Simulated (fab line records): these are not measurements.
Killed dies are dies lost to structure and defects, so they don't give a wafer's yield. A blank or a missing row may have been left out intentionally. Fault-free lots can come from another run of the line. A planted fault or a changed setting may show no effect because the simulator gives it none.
fab line records -- flow n5-finfet
[record] lots = 7, wafers = 19, last-day = 18
route steps=1938 shown DUMMY_GATE@250 SPACER0@258 SD_EPI_N@262 BEOL_M4@1111 PASSIVATION@1936
lots that met no fault: taken from a fault-free run of the same line
start-h: start of the lot's first displayed wafer, in hours after the record's first day -- wait-h: hours elapsed since this lot's preceding step -- " same as the row above -- L1.1+2: a single row standing in for several wafers -- - no value present, or no start provided -- * or withheld: withheld -- < > ~ a bound
route shown NAME@n: a module of which the file shows steps, and the number in the route of the first -- usual: mean/standard deviation taken from wafers without a fault -- same: alike in all rows -- chamber/n: place in a boat -- sites: per-site readings -- _std_site: their standard deviation -- _edge_site: mean of outer sites minus mean of inner sites -- radius-mm: for every site, how far away it sits from the centre of the wafer -- mask NAME#n: copy n -- behind: tool/chamber where the wafer was last shaped -- hold: the reason the lot was held/the length of the hold in hours/how it ended -- device: the n, p or np transistor that did not switch -- end of line: the route-end tests of the same wafers -- a step without rows: its recipe alone -- killed: the dies lost at the first sort to structure and to defects; this is not the yield of the wafer -- map: shows each die of a wafer: x if killed, . if not, _ if none is there
set.NAME: the setting the step ran with; set.NAME@STEP: the setting that earlier step ran with -- model.NAME: the simulator's own value behind a step, which no gauge read
certain route steps with their lots: each step a table, each wafer a row
services: a tool's chamber out of use, with start hour (start-h, from the record's first day; less than 0 if before it), hours out, and reason
[[steps]]
[step N5_DUMMY_GATE_ETCH_42]
[recipe] chemistry = CHF3/O2, target = SiO2, target-depth-a = 35, time-s = 31, ion-energy-ev = 30, bias-w = 12, pressure-mtorr = 30, source-w = 600, Ar_flow_sccm = 200, CHF3_flow_sccm = 50, O2_flow_sccm = 5
[usual] O2_flow_sccm = 5.001/0.016, drypump-motor-current-A = 5.6/0.41, oes_o_777_au = 0.76/0.068, oes-product-au = 0.76/0.08, rf-vpp-V = 42.3/1.3, showerhead-plenum-p-Torr = 2.45/0.072, throttle-valve-pct = 18.90/0.21
lot.wafer,tool,chamber,start-h,wait-h,O2_flow_sccm,drypump-motor-current-A,oes_o_777_au,oes-product-au,rf-hours-counter-h,rf-vpp-V,showerhead-plenum-p-Torr,throttle-valve-pct
L220.1,rie-diel-04,0,47.23,0.0,5.005,6.0,0.74,0.72,176,40.6,2.49,18.91
L220.2,rie-diel-04,1,47.23,0.0,4.985,5.7,0.75,0.73,163,43.5,2.42,19.18
L220.6,rie-diel-04,3,47.23,0.0,4.995,5.2,0.72,0.73,-,41.4,2.54,19.02
L231.1,rie-diel-03,1,116.16,0.3,5.008,4.9,0.67,0.68,247,41.9,2.38,19.15
L231.6,rie-diel-03,0,116.16,0.3,5.015,5.6,0.66,0.67,-,43.6,2.37,18.83
L232.1,rie-diel-04,2,120.15,0.0,4.977,5.6,0.83,0.85,64,43.4,2.57,18.81
L232.6,rie-diel-04,3,120.15,0.0,4.964,5.2,0.71,0.72,-,41.2,2.53,19.06
L233.1,rie-diel-03,1,125.01,0.0,4.985,4.9,0.67,0.67,249,42.4,2.37,19.17
L233.3,rie-diel-03,3,125.01,0.0,4.994,6.0,0.79,0.81,123,41.0,2.42,18.88
L233.6,rie-diel-03,0,125.01,0.0,4.987,5.6,0.66,0.65,-,43.1,2.37,18.84
L237.2,rie-diel-04,2,148.98,0.0,4.970,5.6,0.82,0.84,73,43.7,2.57,18.83
L237.4,rie-diel-04,3,148.98,0.0,5.014,5.2,0.70,0.70,192,42.1,2.53,19.07
L237.5,rie-diel-04,3,148.98,0.0,4.975,5.2,0.70,0.70,-,41.4,2.53,19.06
L240.2,rie-diel-03,0,175.90,0.0,4.999,5.6,0.95,0.96,6,43.5,2.37,18.40
L240.3,rie-diel-03,2,175.90,0.0,5.002,5.6,0.80,0.84,76,42.4,2.46,18.69
L240.6,rie-diel-03,2,175.90,0.0,4.993,5.6,0.79,0.85,-,41.1,2.46,18.67
L242.2,rie-diel-04,3,185.99,0.0,4.995,5.2,0.70,0.71,202,43.4,2.52,19.10
L242.4,rie-diel-04,1,185.99,0.0,5.002,5.7,0.72,0.69,209,42.7,2.40,19.26
L242.5,rie-diel-04,1,185.99,0.0,5.025,5.7,0.72,0.68,-,41.8,2.40,19.25
[step N5_DUMMY_GATE_STRIP_48]
[recipe] chemistry = N2/H2, time-s = 20, power-w = 100, temp-c = 40, pressure-mtorr = 100, rf-frequency-hz = 6e+07, bias-power-w = 3, n2-flow-sccm = 300, h2-flow-sccm = 300
[usual] drypump-motor-current-A = 5.6/0.41, h2-flow-sccm = 300.0/0.78, oes-product-au = 0.76/0.081, rf-vpp-V = 45.3/0.87, showerhead-plenum-p-Torr = 3.43/0.089, throttle-valve-pct = 12.29/0.28
lot.wafer,tool,chamber,start-h,wait-h,drypump-motor-current-A,h2-flow-sccm,oes-product-au,rf-hours-counter-h,rf-vpp-V,showerhead-plenum-p-Torr,throttle-valve-pct
L220.1,rie-diel-04,0,47.28,0.0,6.1,298.6,0.73,176,45.1,3.52,12.49
L220.2,rie-diel-04,1,47.28,0.0,5.8,300.3,0.73,163,44.6,3.40,12.65
L220.6,rie-diel-04,3,47.28,0.0,5.2,299.1,0.72,-,45.9,3.53,12.32
L231.1,rie-diel-03,1,116.21,0.0,4.9,299.9,0.68,247,45.1,3.33,12.67
L231.6,rie-diel-03,0,116.21,0.0,5.6,299.8,0.65,-,45.2,3.33,12.33
L232.1,rie-diel-04,2,120.20,0.0,5.6,299.6,0.84,64,46.3,3.56,11.97
L232.6,rie-diel-04,3,120.20,0.0,5.2,300.7,0.71,-,46.3,3.52,12.39
L233.1,rie-diel-03,1,125.05,0.0,4.9,299.8,0.67,249,46.2,3.33,12.68
L233.3,rie-diel-03,3,125.05,0.0,6.0,299.7,0.81,123,45.7,3.40,12.29
L233.6,rie-diel-03,0,125.05,0.0,5.6,300.1,0.64,-,44.5,3.32,12.33
L237.2,rie-diel-04,2,149.03,0.0,5.6,299.4,0.83,73,45.5,3.56,12.01
L237.4,rie-diel-04,3,149.03,0.0,5.2,300.2,0.69,192,46.4,3.51,12.41
L237.5,rie-diel-04,3,149.03,0.0,5.2,299.4,0.70,-,45.1,3.51,12.40
L240.2,rie-diel-03,0,175.95,0.0,5.6,299.4,0.97,6,45.1,3.32,11.70
L240.3,rie-diel-03,2,175.95,0.0,5.6,300.4,0.86,76,46.4,3.39,11.89
L240.6,rie-diel-03,2,175.95,0.0,5.6,300.4,0.86,-,45.0,3.39,11.87
L242.2,rie-diel-04,3,186.04,0.0,5.2,299.1,0.69,202,44.9,3.51,12.44
L242.4,rie-diel-04,1,186.04,0.0,5.8,299.3,0.68,209,44.4,3.38,12.76
L242.5,rie-diel-04,1,186.04,0.0,5.8,301.8,0.68,-,43.7,3.38,12.76
[step N5_DUMMY_GATE_PRECLEAN_33]
[recipe] chemistry = dHF, time-s = 10, dilution = 750:1, temp-c = 25
[step N5_DUMMY_GATE_PRECLEAN_25]
[recipe] chemistry = O3/DIW, time-s = 45, temp-c = 22, o3-ppm = 10
[step N5_DUMMY_GATE_PRECLEAN_51]
[recipe] chemistry = SC2, time-s = 45, temp-c = 35, mix = 1:1:50
[step N5_DUMMY_GATE_SRD_26]
[recipe] dry = ipa-marangoni, time-s = 30, temp-c = 23, rinse-liquid = diw
[step N5_DUMMY_GATE_UV_OZONE_45]
[recipe] time-s = 120, pressure-torr = 760, temp-c = 25
[step N5_DUMMY_GATE_INSPECT_27]
[recipe] inspect-instrument = brightfield, mode = aei
[usual] raw-defect-count = 324/79
lot.wafer,tool,chamber,start-h,wait-h,raw-defect-count
L220.1,defect-inspect-02,-,47.46,0.0,511
L220.2,defect-inspect-02,-,47.46,0.0,399
L220.6,defect-inspect-02,-,47.46,0.0,346
L231.1,defect-inspect-02,-,116.48,0.0,505
L231.6,defect-inspect-02,-,116.48,0.0,291
L232.1,defect-inspect-02,-,120.38,0.0,551
L232.6,defect-inspect-02,-,120.38,0.0,386
L233.1,defect-inspect-02,-,125.32,0.0,358
L233.3,defect-inspect-02,-,125.32,0.0,255
L233.6,defect-inspect-02,-,125.32,0.0,299
L237.2,defect-inspect-01,-,149.22,0.0,234
L237.4,defect-inspect-01,-,149.22,0.0,264
L237.5,defect-inspect-01,-,149.22,0.0,298
L240.2,defect-inspect-02,-,176.14,0.0,359
L240.3,defect-inspect-02,-,176.14,0.0,409
L240.6,defect-inspect-02,-,176.14,0.0,360
L242.2,defect-inspect-01,-,186.22,0.0,334
L242.4,defect-inspect-01,-,186.22,0.0,497
L242.5,defect-inspect-01,-,186.22,0.0,395
[step N5_SPACER0_ALD_07]
[recipe] material = SiNx, target-thk-a = 20, temp-c = 400, ald-precursor-family = SiH2I2, ald-co-reactant = N2/H2-plasma, pressure-torr = 2
[usual] heater-power-w = 822/76
lot.wafer,tool,chamber,start-h,wait-h,heater-power-w
L220.1,ald-sin-01,3,47.63,0.2,852
L220.2,ald-sin-01,2,47.63,0.2,804
L220.6,ald-sin-01,0,47.63,0.2,787
L231.1,ald-sin-04,1,116.63,0.1,834
L231.6,ald-sin-04,2,116.63,0.1,762
L232.1,ald-sin-01,2,120.42,0.0,801
L232.6,ald-sin-01,3,120.42,0.0,885
L233.1,ald-sin-04,3,125.43,0.1,722
L233.3,ald-sin-04,2,125.43,0.1,766
L233.6,ald-sin-04,3,125.43,0.1,725
L237.2,ald-sin-03,3,149.60,0.4,752
L237.4,ald-sin-03,1,149.60,0.4,936
L237.5,ald-sin-03,1,149.60,0.4,888
L240.2,ald-sin-03,2,176.17,0.0,849
L240.3,ald-sin-03,0,176.17,0.0,918
L240.6,ald-sin-03,0,176.17,0.0,932
L242.2,ald-sin-01,3,186.64,0.4,854
L242.4,ald-sin-01,1,186.64,0.4,941
L242.5,ald-sin-01,3,186.64,0.4,871
[step N5_SPACER0_ALD_00]
[recipe] material = SiOCN, target-thk-a = 35, temp-c = 400, ald-precursor-family = alkyl-aminosilane, ald-co-reactant = O2/N2-plasma, pulse-time-s = 3, purge-time-s = 2, co-reactant-purge-time-s = 2, ald-cycles = 58, pressure-torr = 2
[usual] heater-power-w = 825/75, precursor-pulse-height-rel = 1.002/0.021
lot.wafer,tool,chamber,start-h,wait-h,heater-power-w,precursor-pulse-height-rel
L220.1,ald-sin-01,3,47.78,0.1,861,1.021
L220.2,ald-sin-01,2,47.78,0.1,822,0.994
L220.6,ald-sin-01,0,47.78,0.1,784,1.015
L231.1,ald-sin-04,1,116.78,0.1,848,0.983
L231.6,ald-sin-04,2,116.78,0.1,783,1.012
L232.1,ald-sin-01,2,120.57,0.1,825,0.996
L232.6,ald-sin-01,3,120.57,0.1,835,1.009
L233.1,ald-sin-04,3,125.58,0.1,745,0.975
L233.3,ald-sin-04,2,125.58,0.1,782,1.005
L233.6,ald-sin-04,3,125.58,0.1,741,0.992
L237.2,ald-sin-03,3,149.75,0.1,773,0.978
L237.4,ald-sin-03,1,149.75,0.1,897,0.986
L237.5,ald-sin-03,1,149.75,0.1,893,1.013
L240.2,ald-sin-03,2,176.33,0.1,862,1.018
L240.3,ald-sin-03,0,176.33,0.1,937,0.976
L240.6,ald-sin-03,0,176.33,0.1,943,0.968
L242.2,ald-sin-01,3,186.79,0.1,861,0.991
L242.4,ald-sin-01,1,186.79,0.1,982,1.025
L242.5,ald-sin-01,3,186.79,0.1,875,1.044
[step N5_SPACER0_ALD_08]
[recipe] material = SiNx, target-thk-a = 20, temp-c = 400, ald-precursor-family = SiH2I2, ald-co-reactant = N2/H2-plasma, pressure-torr = 2
[usual] heater-power-w = 822/74
lot.wafer,tool,chamber,start-h,wait-h,heater-power-w
L220.1,ald-sin-01,3,48.04,0.1,846
L220.2,ald-sin-01,2,48.04,0.1,814
L220.6,ald-sin-01,0,48.04,0.1,766
L231.1,ald-sin-04,1,117.04,0.1,855
L231.6,ald-sin-04,2,117.04,0.1,773
L232.1,ald-sin-01,2,120.83,0.1,807
L232.6,ald-sin-01,3,120.83,0.1,862
L233.1,ald-sin-04,3,125.84,0.1,736
L233.3,ald-sin-04,2,125.84,0.1,777
L233.6,ald-sin-04,3,125.84,0.1,717
L237.2,ald-sin-03,3,150.01,0.1,760
L237.4,ald-sin-03,1,150.01,0.1,900
L237.5,ald-sin-03,1,150.01,0.1,923
L240.2,ald-sin-03,2,176.58,0.1,839
L240.3,ald-sin-03,0,176.58,0.1,911
L240.6,ald-sin-03,0,176.58,0.1,910
L242.2,ald-sin-01,3,187.05,0.1,881
L242.4,ald-sin-01,1,187.05,0.1,935
L242.5,ald-sin-01,3,187.05,0.1,852
[step N5_SPACER0_INSPECT_04]
[recipe] inspect-instrument = darkfield, mode = post-dep
[usual] raw-defect-count = 147/35
lot.wafer,tool,chamber,start-h,wait-h,raw-defect-count
L220.1,defect-inspect-01,-,48.19,0.1,186
L220.2,defect-inspect-01,-,48.19,0.1,158
L220.6,defect-inspect-01,-,48.19,0.1,134
L231.1,defect-inspect-01,-,117.19,0.1,219
L231.6,defect-inspect-01,-,117.19,0.1,152
L232.1,defect-inspect-02,-,120.99,0.1,244
L232.6,defect-inspect-02,-,120.99,0.1,162
L233.1,defect-inspect-02,-,125.99,0.1,234
L233.3,defect-inspect-02,-,125.99,0.1,142
L233.6,defect-inspect-02,-,125.99,0.1,143
L237.2,defect-inspect-01,-,150.17,0.1,127
L237.4,defect-inspect-01,-,150.17,0.1,123
L237.5,defect-inspect-01,-,150.17,0.1,166
L240.2,defect-inspect-02,-,176.74,0.1,173
L240.3,defect-inspect-02,-,176.74,0.1,211
L240.6,defect-inspect-02,-,176.74,0.1,156
L242.2,defect-inspect-01,-,187.21,0.1,143
L242.4,defect-inspect-01,-,187.21,0.1,183
L242.5,defect-inspect-01,-,187.21,0.1,153
[step N5_SD_EPI_N_COAT_32]
[recipe] resist = SOC, temp-c = 250, time-s = 60, spin-rpm = 1500, resist-thk-nm = 350
[usual] heater-power-total-W = 500.5/1.7, run-length-s = 65.91/0.14
lot.wafer,tool,chamber,start-h,wait-h,heater-power-total-W,run-length-s
L220.1,litho-track-01,0,48.22,0.0,498.6,65.84
L220.2,litho-track-01,0,48.22,0.0,501.7,66.02
L220.6,litho-track-01,0,48.22,0.0,499.2,65.93
L231.1,litho-track-03,0,117.22,0.0,519.9,62.97
L231.6,litho-track-03,0,117.22,0.0,516.5,62.92
L232.1,litho-track-03,0,121.02,0.0,516.5,62.99
L232.6,litho-track-03,0,121.02,0.0,519.3,63.05
L233.1,litho-track-03,0,126.03,0.0,517.3,62.76
L233.3,litho-track-03,0,126.03,0.0,497.9,66.07
L233.6,litho-track-03,0,126.03,0.0,517.7,62.78
L237.2,litho-track-01,0,150.20,0.0,502.0,66.13
L237.4,litho-track-01,0,150.20,0.0,497.8,65.91
L237.5,litho-track-01,0,150.20,0.0,498.3,65.70
L240.2,litho-track-05,0,176.77,0.0,503.1,66.00
L240.3,litho-track-05,0,176.77,0.0,500.2,66.04
L240.6,litho-track-05,0,176.77,0.0,502.5,65.82
L242.2,litho-track-01,0,187.24,0.0,497.9,65.83
L242.4,litho-track-01,0,187.24,0.0,500.1,66.01
L242.5,litho-track-01,0,187.24,0.0,498.5,65.90
[step N5_SD_EPI_N_COAT_33]
[recipe] resist = SiARC, temp-c = 220, time-s = 60, spin-rpm = 1500, resist-thk-nm = 35
[step N5_BEOL_M4_RC_MEAS_101]
[usual] DIBL_N = 36.7/2.6, DIBL_P = 36.9/2.8, IOFF_N = 0.17/0.043, IOFF_P = 0.22/0.05, ION_N = 678/15, ION_P = 465/9.2, SS_N = 71.6/0.79, SS_P = 73.5/0.82, VT_N = 250/3.9, VT_P = -250/3.7
lot.wafer,tool,chamber,start-h,wait-h,DIBL_N[mV/V],DIBL_P[mV/V],IOFF_N[nA/um],IOFF_P[nA/um],ION_N[uA/um],ION_P[uA/um],SS_N[mV/dec],SS_P[mV/dec],VT_N[mV],VT_P[mV]
L220.1,prober-01,0,176.67,0.0,41.2,43.8,0.30,0.33,697,474,72.9,75.2,241,-247
L220.2,prober-01,0,176.67,0.0,39.7,41.6,0.23,0.27,689,470,72.9,74.0,248,-249
L220.6,prober-01,0,176.67,0.0,33.8,35.1,0.12,0.17,665,462,71.1,72.7,254,-253
L231.1,prober-02,0,251.24,0.0,42.0,42.2,0.28,0.36,700,470,72.6,75.0,245,-244
L231.6,prober-02,0,251.24,0.0,37.6,37.7,0.20,0.26,683,473,70.2,74.7,245,-246
L232.1,prober-01,0,251.36,0.0,40.1,40.0,0.20,0.26,697,484,72.1,74.0,245,-247
L232.6,prober-01,0,251.36,0.0,40.2,39.5,0.22,0.26,686,472,72.6,73.9,244,-248
L233.1,prober-02,0,263.05,0.0,35.8,37.1,0.15,0.19,675,458,71.1,73.5,248,-253
L233.3,prober-02,0,263.05,0.0,34.4,35.6,0.13,0.16,673,460,70.9,72.9,250,-254
L233.6,prober-02,0,263.05,0.0,36.6,37.2,0.16,0.18,680,461,71.4,73.6,251,-253
L237.2,prober-01,0,272.87,0.2,38.8,36.7,0.17,0.20,674,453,72.2,73.7,249,-250
L237.4,prober-01,0,272.87,0.2,38.7,37.6,0.19,0.22,670,459,72.5,73.7,248,-249
L237.5,prober-01,0,272.87,0.2,39.7,39.8,0.23,0.26,712,475,72.1,73.3,243,-249
L242.2,prober-01,0,312.80,0.2,32.7,33.2,0.12,0.16,684,467,71.2,72.6,251,-254
L242.4,prober-01,0,312.80,0.2,35.7,36.1,0.16,0.20,661,453,72.0,72.6,250,-252
L242.5,prober-01,0,312.80,0.2,32.3,33.4,0.11,0.16,663,463,70.9,72.6,255,-255
L240.2,prober-02,0,312.84,0.2,40.6,39.8,0.25,0.30,707,477,72.6,75.2,244,-245
L240.3,prober-02,0,312.84,0.2,40.1,38.9,0.24,0.28,723,480,71.9,75.0,242,-246
L240.6,prober-02,0,312.84,0.2,34.5,32.6,0.12,0.17,652,454,69.9,72.5,252,-253
[step N5_PASSIVATION_PROBE_49]
[usual] defect-limited-yield = 91.0/1.4, killed_at_M0_to_M3 = 36/9.6, killed_at_M4_up = 14/6.1, killed-at-contacts = 13/6.6, killed-at-front-end = 40/11, killed-at-other = 3.2/2.9, killed-dies = 106/17, killed-open = 71/12, killed-short = 33/7.3, sort_bin_4_leakage = 0.02/0.11, sort_bin_5_function = 5.3/1, sort_bin_6_memory = 3.4/0.68, sort-n-pass = 1073/19, sort-yield-pct = 91.0/1.6
[same] gross-dies = 1180, killed-at-back-side = 0, sort_bin_8_speed[%] = 0
lot.wafer,tool,chamber,start-h,wait-h,defect-limited-yield[%],killed_at_M0_to_M3,killed_at_M4_up,killed-at-contacts,killed-at-front-end,killed-at-other,killed-dies,killed-open,killed-short,sort_bin_4_leakage[%],sort_bin_5_function[%],sort_bin_6_memory[%],sort-n-pass,sort-yield-pct[%]
L220.1,prober-02,-,287.87,0.0,89.4,47,15,18,45,0,125,92,31,1.02,5.3,4.9,1043,88.4
L220.2,prober-02,-,287.92,0.1,91.8,33,16,11,37,0,97,62,33,0,4.8,3.2,1083,91.8
L220.6,prober-02,-,288.12,0.3,91.6,45,13,17,24,0,99,60,39,0,4.9,3.2,1081,91.6
L232.1,prober-01,-,347.78,0.0,93.3,32,7,10,30,0,79,53,26,0,3.7,2.8,1101,93.3
L232.6,prober-01,-,348.03,0.3,89.4,40,11,21,53,0,125,81,44,0,6.3,4.0,1055,89.4
L237.2,prober-01,-,385.30,0.1,89.8,51,20,12,34,3,120,67,49,0,6.0,3.8,1060,89.8
L237.4,prober-01,-,385.40,0.2,92.4,27,11,18,29,5,90,61,27,0,5.1,2.3,1090,92.4
L237.5,prober-01,-,385.45,0.2,89.8,40,15,28,34,3,120,75,44,0.08,5.9,3.6,1059,89.7
L242.2,prober-01,-,425.19,0.1,90.2,31,15,20,49,1,116,83,31,0,6.0,3.3,1064,90.2
L242.4,prober-01,-,425.29,0.2,90.5,43,9,16,43,1,112,80,27,0,5.1,3.8,1068,90.5
L242.5,prober-01,-,425.34,0.2,94.6,22,4,6,32,0,64,36,26,0,3.2,1.8,1116,94.6
// killed by level:class
L220.1 MOL_CONTACT_COAG:geometric-particle:open=16 FIN_SAQP:geometric-particle:open=12 BEOL_M3:geometric-particle:open=10 STI_FIN_REVEAL:geometric-particle:open=9 BEOL_M0_SAQP:geometric-particle:short=9 BEOL_M0_SAQP:geometric-particle:open=7 BEOL_M2:geometric-particle:open=6 BEOL_M4:geometric-particle:open=6
L220.2 BEOL_M3:geometric-particle:open=13 STI_FIN_REVEAL:geometric-particle:open=10 MOL_CONTACT_COAG:geometric-particle:open=9 BEOL_M4:geometric-particle:short=6 STARTING-WAFER:geometric-particle:short=5 BEOL_M3:geometric-particle:short=5 FIN_SAQP:geometric-particle:open=4 STI_FIN_REVEAL:geometric-particle:short=4
L220.6 MOL_CONTACT_COAG:geometric-particle:open=14 BEOL_M0_SAQP:geometric-particle:short=14 BEOL_M0_SAQP:geometric-particle:open=13 BEOL_M3:geometric-particle:open=11 BEOL_M4:geometric-particle:open=7 FIN_SAQP:geometric-particle:short=6 FIN_SAQP:geometric-particle:open=5 BEOL_M3:geometric-particle:short=4
L232.1 BEOL_M0_SAQP:geometric-particle:open=12 MOL_CONTACT_COAG:geometric-particle:open=8 BEOL_M0_SAQP:geometric-particle:short=6 FIN_SAQP:geometric-particle:short=5 FIN_SAQP:geometric-particle:open=5 GATE_CUT:geometric-particle:short=4 BEOL_M1:geometric-particle:open=3 BEOL_M2:geometric-particle:open=3
L232.6 FIN_SAQP:geometric-particle:open=23 MOL_CONTACT_COAG:geometric-particle:open=20 FIN_SAQP:geometric-particle:short=15 BEOL_M0_SAQP:geometric-particle:short=13 BEOL_M0_SAQP:geometric-particle:open=6 BEOL_M2:geometric-particle:open=6 BEOL_M3:geometric-particle:open=5 DUMMY_GATE:geometric-particle:short=4
L237.2 BEOL_M1:geometric-particle:open=14 BEOL_M0_SAQP:geometric-particle:short=13 BEOL_M0_SAQP:geometric-particle:open=12 MOL_CONTACT_COAG:geometric-particle:open=9 FIN_SAQP:geometric-particle:open=7 FIN_SAQP:geometric-particle:short=7 GATE_CUT:geometric-particle:short=7 BEOL_M1:geometric-particle:short=6
L237.4 MOL_CONTACT_COAG:geometric-particle:open=15 FIN_SAQP:geometric-particle:short=9 FIN_SAQP:geometric-particle:open=8 BEOL_M1:geometric-particle:open=6 STARTING-WAFER:geometric-particle:short=5 BEOL_M0_SAQP:geometric-particle:open=5 BEOL_M4:geometric-particle:open=5 BEOL_M0:geometric-particle:open=4
L237.5 MOL_CONTACT_COAG:geometric-particle:open=24 BEOL_M0_SAQP:geometric-particle:short=14 BEOL_M0_SAQP:geometric-particle:open=10 FIN_SAQP:geometric-particle:short=6 BEOL_M4:geometric-particle:open=6 GATE_CUT:geometric-particle:short=6 FIN_SAQP:geometric-particle:open=5 BEOL_M1:geometric-particle:open=5
L242.2 MOL_CONTACT_COAG:geometric-particle:open=16 FIN_SAQP:geometric-particle:open=13 STI_FIN_REVEAL:geometric-particle:open=12 BEOL_M1:geometric-particle:open=10 BEOL_M4:geometric-particle:open=7 FIN_SAQP:geometric-particle:short=6 BEOL_M2:geometric-particle:open=6 ILD0:geometric-particle:short=4
L242.4 STI_FIN_REVEAL:geometric-particle:open=18 BEOL_M2:geometric-particle:open=13 MOL_CONTACT_COAG:geometric-particle:open=12 BEOL_M0_SAQP:geometric-particle:short=11 FIN_SAQP:geometric-particle:open=8 BEOL_M0_SAQP:geometric-particle:open=6 BEOL_M3:geometric-particle:open=5 FIN_SAQP:geometric-particle:short=4
L242.5 FIN_SAQP:geometric-particle:short=8 MOL_CONTACT_COAG:geometric-particle:open=6 DUMMY_GATE:geometric-particle:open=5 FIN_SAQP:geometric-particle:open=4 BEOL_M0_SAQP:geometric-particle:short=4 BEOL_M0_SAQP:geometric-particle:open=4 BEOL_M2:geometric-particle:open=4 BEOL_M2:geometric-particle:short=3
[[services]]
tool,chamber,start-h,hours,kind
ald-sin-01,2,25.57,2.9,repair
ald-sin-01,1,48.60,4.0,repair
rie-diel-03,-,51.01,28.1,pm
ald-sin-01,2,56.64,1.3,repair
ald-sin-04,-,62.96,0.5,repair
ald-sin-03,1,75.90,1.4,repair
ald-sin-04,-,85.25,14.0,pm
ald-sin-04,0,85.25,14.0,vent-cycle
ald-sin-01,0,92.58,7.2,repair
ald-sin-03,0,95.21,2.7,repair
rie-diel-04,3,100.75,14.7,repair
rie-diel-03,2,103.34,6.7,repair
ald-sin-01,0,106.54,14.0,repair
rie-diel-04,0,119.99,13.8,repair
rie-diel-03,1,126.17,-,clean
rie-diel-03,1,126.17,-,consumable-replace:focus-ring
rie-diel-03,1,126.17,11.5,scheduled-down
rie-diel-03,1,126.17,11.5,vent-cycle
rie-diel-03,0,137.79,-,clean
rie-diel-03,0,137.79,-,consumable-replace:focus-ring
rie-diel-03,0,137.79,18.6,scheduled-down
rie-diel-03,0,137.79,18.6,vent-cycle
ald-sin-03,3,143.82,2.7,repair
ald-sin-04,3,178.63,5.6,repair
[[key]]
[first-sign] step = N5_SD_EPI_N_COAT_32, reading = run-length-s, direction = down, sigmas = 22, usual = *, struck = *
[effect] step = N5_SD_EPI_N_COAT_32, reading = heater-power-total-W, direction = up, sigmas = 10, usual = *, struck = *
met-at N5_SD_EPI_N_COAT_32
struck-wafers L231.1,L231.6,L232.1,L232.6,L233.1,L233.6
[fault] kind = process-parameter-drift, tool = litho-track-03, chamber = -, onset-h = 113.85, steps = N5_SD_EPI_N_COAT_32, channel = time-s, offset = *, shape = step, end-h = 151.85, scope = struck-wafers-only, acts-in = *, stated = *
